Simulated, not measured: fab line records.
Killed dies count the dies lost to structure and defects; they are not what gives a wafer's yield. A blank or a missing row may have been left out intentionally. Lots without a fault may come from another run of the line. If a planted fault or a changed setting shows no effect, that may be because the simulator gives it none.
Which tool is to blame? | flow nand_harc | Sampling: 24 lots, 72 wafers, 3 of 1302 route steps

## WHAT EACH GAUGE READ, for each wafer
NHARC_P_M0_INSPECT_27.
lot  | measured     | on                | raw_defect_count
L074 | day 6 10:28  | defect_inspect-02 | 260 238 233
L075 | day 6 15:28  | defect_inspect-02 | 316 373 155
L076 | day 6 21:34  | defect_inspect-02 | 138 238 216
L077 | day 7 14:37  | defect_inspect-01 | 470 369 680
L078 | day 7 22:25  | defect_inspect-01 | 165 242 309
L079 | day 8 03:32  | defect_inspect-02 | 235 162 178
L080 | day 8 19:29  | defect_inspect-02 | 143 215 105
L081 | day 8 20:43  | defect_inspect-01 | 245 225 185
L082 | day 9 07:10  | defect_inspect-02 | 273 246 648
L083 | day 9 20:59  | defect_inspect-01 | 403 272 395
L084 | day 10 10:37 | defect_inspect-02 | 147 245 275
L085 | day 10 13:28 | defect_inspect-01 | 237 208 196
L086 | day 11 07:44 | defect_inspect-02 | 263 401 566
L088 | day 12 05:32 | defect_inspect-01 | 209 215 268
L087 | day 12 06:26 | defect_inspect-02 | 271 341 420
L089 | day 12 07:17 | defect_inspect-02 | 326 208 254
L090 | day 12 21:04 | defect_inspect-01 | 253 172 170
L091 | day 13 06:53 | defect_inspect-01 | 187 189 342
L092 | day 13 17:30 | defect_inspect-01 | 604 188 302
L093 | day 13 21:38 | defect_inspect-01 | 189 305 236
L094 | day 14 12:10 | defect_inspect-01 | 190 251 118
L095 | day 14 22:18 | defect_inspect-02 | 205 211 305
L096 | day 15 03:31 | defect_inspect-01 | 507 368 528
L097 | day 15 19:35 | defect_inspect-02 | 256 261 243

NHARC_P_M1_OVL_MEAS_10: pitch 260 nm.
lot  | measured     | on         | overlay_x_nm (nm) | overlay_y_nm (nm)
L074 | day 6 11:57  | overlay-02 | -0.5 -0.5 -1.2    | 0.0 0.7 0.2
L075 | day 6 17:04  | overlay-01 | -0.6 -0.6 -0.4    | 0.6 0.0 0.6
L076 | day 6 22:55  | overlay-01 | 1.1 0.7 0.9       | -0.3 -0.3 -0.2
L077 | day 7 15:58  | overlay-01 | 1.4 0.4 1.0       | 0.5 -0.3 0.2
L078 | day 7 23:53  | overlay-01 | 1.1 1.5 0.8       | -0.3 0.0 0.0
L079 | day 8 04:53  | overlay-02 | -1.6 -1.1 -1.5    | -0.5 -0.5 -1.5
L080 | day 8 20:50  | overlay-01 | -0.1 -0.6 -0.7    | 0.4 0.4 -0.4
L081 | day 8 22:09  | overlay-01 | 0.5 -0.1 0.1      | 0.1 0.2 0.4
L082 | day 9 08:40  | overlay-01 | 0.3 0.4 0.9       | 2.1 1.9 1.2
L083 | day 9 22:28  | overlay-02 | 0.0 -0.2 -0.4     | 0.3 0.5 0.4
L084 | day 10 12:05 | overlay-01 | -0.4 0.4 -0.2     | -0.3 0.1 0.0
L085 | day 10 14:56 | overlay-02 | -0.2 -0.6 -0.3    | 1.1 1.2 1.8
L086 | day 11 09:11 | overlay-01 | 0.0 0.2 0.5       | -0.3 -0.2 0.3
L088 | day 12 06:59 | overlay-01 | 0.5 0.2 1.1       | -0.3 -1.3 -0.9
L087 | day 12 07:54 | overlay-02 | 1.0 0.7 0.6       | -0.9 -1.0 -1.3
L089 | day 12 08:46 | overlay-02 | 0.6 1.2 0.9       | -1.0 -0.6 -0.8
L090 | day 12 22:32 | overlay-02 | -2.7 -2.7 -2.3    | 0.6 -0.3 0.7
L091 | day 13 08:22 | overlay-02 | -0.9 -1.1 -0.2    | -0.5 -0.2 -0.8
L092 | day 13 18:59 | overlay-02 | -0.3 0.2 0.1      | -0.2 -0.7 -1.1
L093 | day 13 23:00 | overlay-02 | 0.8 0.9 0.6       | 1.0 1.5 0.7
L094 | day 14 13:38 | overlay-01 | -0.3 0.4 -0.2     | 0.5 0.7 0.8
L095 | day 14 23:47 | overlay-01 | -0.2 -0.1 0.3     | -0.2 0.1 0.1
L096 | day 15 04:59 | overlay-01 | 0.5 0.1 -0.4      | -0.6 -0.8 -0.4
L097 | day 15 21:02 | overlay-02 | 0.6 0.2 0.6       | 0.0 -0.3 -0.4

## EACH LOT AND THE TOOL THAT RAN IT (in order: tool; ch and the chambers of the sampled wafers; start)
lot  | NHARC_P_CONTACT_PVD_32
L074 | pvd_sputter-02, day 6 10:28 or earlier
L075 | pvd_sputter-02, day 6 15:28 or earlier
L076 | pvd_sputter-02, day 6 21:34 or earlier
L077 | pvd_sputter-01, day 7 14:37 or earlier
L078 | pvd_sputter-01, day 7 22:25 or earlier
L079 | pvd_sputter-01, day 8 03:32 or earlier
L080 | pvd_sputter-02, day 8 19:29 or earlier
L081 | pvd_sputter-02, day 8 20:43 or earlier
L082 | pvd_sputter-01, day 9 07:10 or earlier
L083 | pvd_sputter-03, day 9 20:59 or earlier
L084 | pvd_sputter-03, day 10 10:37 or earlier
L085 | pvd_sputter-01, day 10 13:28 or earlier
L086 | pvd_sputter-01, day 11 07:44 or earlier
L088 | pvd_sputter-02, day 12 05:32 or earlier
L087 | pvd_sputter-01, day 12 06:26 or earlier
L089 | pvd_sputter-02, day 12 07:17 or earlier
L090 | pvd_sputter-03, day 12 21:04 or earlier
L091 | pvd_sputter-01, day 13 06:53 or earlier
L092 | pvd_sputter-01, day 13 17:30 or earlier
L093 | pvd_sputter-02, day 13 21:38 or earlier
L094 | pvd_sputter-01, day 14 12:10 or earlier
L095 | pvd_sputter-03, day 14 22:18 or earlier
L096 | pvd_sputter-01, day 15 03:31 or earlier
L097 | pvd_sputter-02, day 15 19:35 or earlier
- NHARC_P_CONTACT_PVD_32: deposits Ti, target thk 5 nm, time 17.7 s.

## WHAT THE TOOLS THEMSELVES READ (means of the sampled wafers that have a number; where no wafer has one, the mark that the record gives instead)
NHARC_P_CONTACT_PVD_32.
lot  | tool           | throttle_valve_pct (%)
L074 | pvd_sputter-02 | 30.1
L075 | pvd_sputter-02 | 30.3
L076 | pvd_sputter-02 | 30.8
L077 | pvd_sputter-01 | 31.3
L078 | pvd_sputter-01 | 30.6
L079 | pvd_sputter-01 | 29.9
L080 | pvd_sputter-02 | 30.0
L081 | pvd_sputter-02 | 30.1
L082 | pvd_sputter-01 | 30.8
L083 | pvd_sputter-03 | 29.0
L084 | pvd_sputter-03 | 29.1
L085 | pvd_sputter-01 | 30.7
L086 | pvd_sputter-01 | 28.7
L088 | pvd_sputter-02 | 30.4
L087 | pvd_sputter-01 | 30.7
L089 | pvd_sputter-02 | 30.0
L090 | pvd_sputter-03 | 29.9
L091 | pvd_sputter-01 | 28.7
L092 | pvd_sputter-01 | 28.8
L093 | pvd_sputter-02 | 30.5
L094 | pvd_sputter-01 | 29.5
L095 | pvd_sputter-03 | 29.3
L096 | pvd_sputter-01 | 29.8
L097 | pvd_sputter-02 | 30.0

## THE ANSWER, worked out from the rows above alone
Rule: what is usual is taken from the lots themselves. Put in order of their means at a reading, lots are off if they are a third of the lots or fewer, leave a main group of 4 or more, and stand apart from it by a gap of 3 or more times the standard deviation of the main group's means; of several such gaps the widest counts. A main group whose means are all the same, to the digits that the tables above print for the reading, isn't used. A lot without any number at a reading at which 4 lots or more have one is off too. All remaining lots with rows at the step are treated as sound. After the gauges, taken in route order, come the tools' own readings; for these a lot's mean is taken, as printed above. At the first step where some lot is off, the reading lying furthest off is the one used; lots without a number count as furthest.
No lot is off at any reading shown: from this, nothing can be told.

## WHAT WAS PUT IN BY THE SIMULATOR
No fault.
